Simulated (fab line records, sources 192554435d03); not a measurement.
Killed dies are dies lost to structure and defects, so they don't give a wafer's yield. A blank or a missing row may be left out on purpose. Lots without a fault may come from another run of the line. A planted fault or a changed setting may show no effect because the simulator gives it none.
Chamber matching | flow n5_finfet | N5_FIN_SAQP_MANDREL_ETCH_58 on rie_si-04: 4 sister chambers
The step etches a-Si in HBr/Cl2, stops on SiNx, target depth 45 nm, bt time 10 s, time 27 s. 8 wafers are shown with their chamber, then 9 later ones without.

WAFERS WITH THEIR CHAMBER
wafer  | chamber | drypump_motor_current_A (A) | throttle_valve_pct (%)
L079.5 | 0       | 5.8                         | 35.38
L079.6 | 3       | 5.5                         | 35.70
L084.1 | 2       | 4.8                         | 35.04
L084.3 | 1       | 4.8                         | 35.91
L084.5 | 0       | 5.8                         | 35.35
L086.2 | 1       | 4.9                         | 35.92
L086.4 | 2       | 4.8                         | 35.04
L086.5 | 3       | 5.5                         | 35.71

WAFERS WITHOUT THEIR CHAMBER
wafer  | drypump_motor_current_A (A) | throttle_valve_pct (%)
L089.1 | 5.5                         | 35.71
L089.4 | 4.8                         | 35.03
L089.6 | 4.8                         | 35.90
L092.4 | 4.8                         | 35.90
L092.5 | 5.5                         | 35.72
L092.6 | 5.8                         | 35.36
L093.1 | 4.8                         | 35.88
L093.2 | 5.5                         | 35.70
L093.6 | 4.8                         | 35.02

WHICH CHAMBER EACH WENT THROUGH
wafer  | from the rows above | in truth
L089.1 | 3                   | 3
L089.4 | 2                   | 2
L089.6 | 1                   | 1
L092.4 | 1                   | 1
L092.5 | 3                   | 3
L092.6 | 0                   | 0
L093.1 | 1                   | 1
L093.2 | 3                   | 3
L093.6 | 2                   | 2
Placed correctly: 9 of 9. Can't be placed from these rows: 0. Placed wrongly: 0.
How it was worked out, from the rows above alone: a wafer's distance from a chamber is the root of the sum, over the readings, of the square of ((its reading less the chamber's mean) divided by the reading's scatter). The wafer belongs to the nearest chamber; if the next one is less than 2 further off, it can't be placed. A chamber's mean is the mean of its shown wafers. The scatter: the root of (the sum of the squares of (reading less its chamber's mean) over the shown wafers, divided by (wafers less chambers)).
